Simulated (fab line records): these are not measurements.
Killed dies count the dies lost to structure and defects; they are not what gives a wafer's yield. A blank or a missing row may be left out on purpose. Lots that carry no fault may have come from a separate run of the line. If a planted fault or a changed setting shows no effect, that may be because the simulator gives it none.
Split-lot study | flow n5 finfet | route with 1938 steps; 7 lots, 21 wafers read

ABOUT THE SPLIT
At N5_BEOL_M6_PECVD_70 (deposits SiO2 from TEOS/O2, target thk 20 nm, time 22.7 s), the setting time s was moved away from the recipe's 22.7 s on 6 of the 21 wafers read, by -9.0% to +14.3%. For the rest of the wafers, this setting stayed at what the recipe calls for.

The reading comes from the split's own step.

THE READING
SiO2_of_BEOL_M6_PECVD_70.thk nm (the simulator's own value, which no gauge read), in nm, at N5_BEOL_M6_PECVD_70 (deposits SiO2 from TEOS/O2, target thk 20 nm, time 22.7 s). The file gives no usual value for it. Average 19.9 nm, standard deviation 0.34 nm, over the 15 wafers here run with the recipe.

wafer  | tool, chamber at the split | time s as run, s | against the recipe | SiO2_of_BEOL_M6_PECVD_70.thk nm, nm | against lot-mates on the recipe
L076.3 | pecvd-04, 2                | 20.65            | -9.0%              | 18.4                                | -2.0
L076.5 | pecvd-04, 2                | 20.65            | -9.0%              | 18.6                                | -1.8
L076.6 | pecvd-04, 1                | 22.7             | recipe             | 20.4                                | -
L077.1 | pecvd-02, 0                | 22.7             | recipe             | 19.4                                | -
L077.3 | pecvd-02, 1                | 22.7             | recipe             | 19.8                                | -
L077.4 | pecvd-02, 1                | 25.15            | +10.8%             | 22                                  | +2.4
L080.3 | pecvd-02, 2                | 22.7             | recipe             | 19.4                                | -
L080.4 | pecvd-02, 0                | 22.7             | recipe             | 19.6                                | -
L080.6 | pecvd-02, 2                | 25.94            | +14.3%             | 22.6                                | +3.1
L079.2 | pecvd-01, 0                | 22.7             | recipe             | 19.8                                | -
L079.4 | pecvd-01, 1                | 22.7             | recipe             | 20.2                                | -
L079.6 | pecvd-01, 0                | 22.7             | recipe             | 20                                  | -
L083.3 | pecvd-01, 1                | 22.7             | recipe             | 20.2                                | -
L083.4 | pecvd-01, 1                | 22.7             | recipe             | 20.4                                | -
L083.5 | pecvd-01, 0                | 22.7             | recipe             | 20                                  | -
L092.1 | pecvd-04, 0                | 22.7             | recipe             | 20                                  | -
L092.4 | pecvd-04, 2                | 24.27            | +6.9%              | 21.6                                | +1.5
L092.5 | pecvd-04, 1                | 22.7             | recipe             | 20.2                                | -
L097.4 | pecvd-01, 2                | 22.7             | recipe             | 20.2                                | -
L097.5 | pecvd-01, 0                | 22.7             | recipe             | 19.4                                | -
L097.6 | pecvd-01, 1                | 25.16            | +10.8%             | 22.2                                | +2.4

THE FIT
A straight line over all 21 wafers: SiO2_of_BEOL_M6_PECVD_70.thk nm changes by +0.186 nm for each +1% of time s; r = +0.96; the points scatter about the line by 0.33 nm.
The same after taking each lot's own level away (the mean of its wafers on the recipe; 21 wafers): +0.217 nm for each +1%; r = +0.99; scatter 0.18 nm.
The reading moves by 3.1 nm for the largest change in time s, on that fit.
From 19.50 to 20.40 nm: that is the span of the lots' own levels, equal to 2.6 times the standard deviation above.
Thus the slope moves with the lot-to-lot level: the two fits are different.
Check: for one of the wafers moved furthest among these (+14.3%), held out of the fit, the line's prediction against its lot-mates is +3.11 nm. It came out at +3.1 nm against them.

THESE WAFERS: OTHER SPLITS
Before the reading, these wafers also passed through other splits. Each is held against what the fit with the lots' levels taken away leaves over:
other split on the same wafers | wafers away from the commonest value | r with SiO2_of_BEOL_M6_PECVD_70.thk nm (lot level and that fit taken away)
N5_BEOL_M5_COAT_05 spin rpm    | 4                                    | +0.20
N5_BEOL_M5_DESCUM_16 time s    | 8                                    | -0.01

FILE'S OWN FIT
SiO2_of_BEOL_M6_PECVD_70.thk nm changes by +0.218 nm for each +1% of time s, r = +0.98.
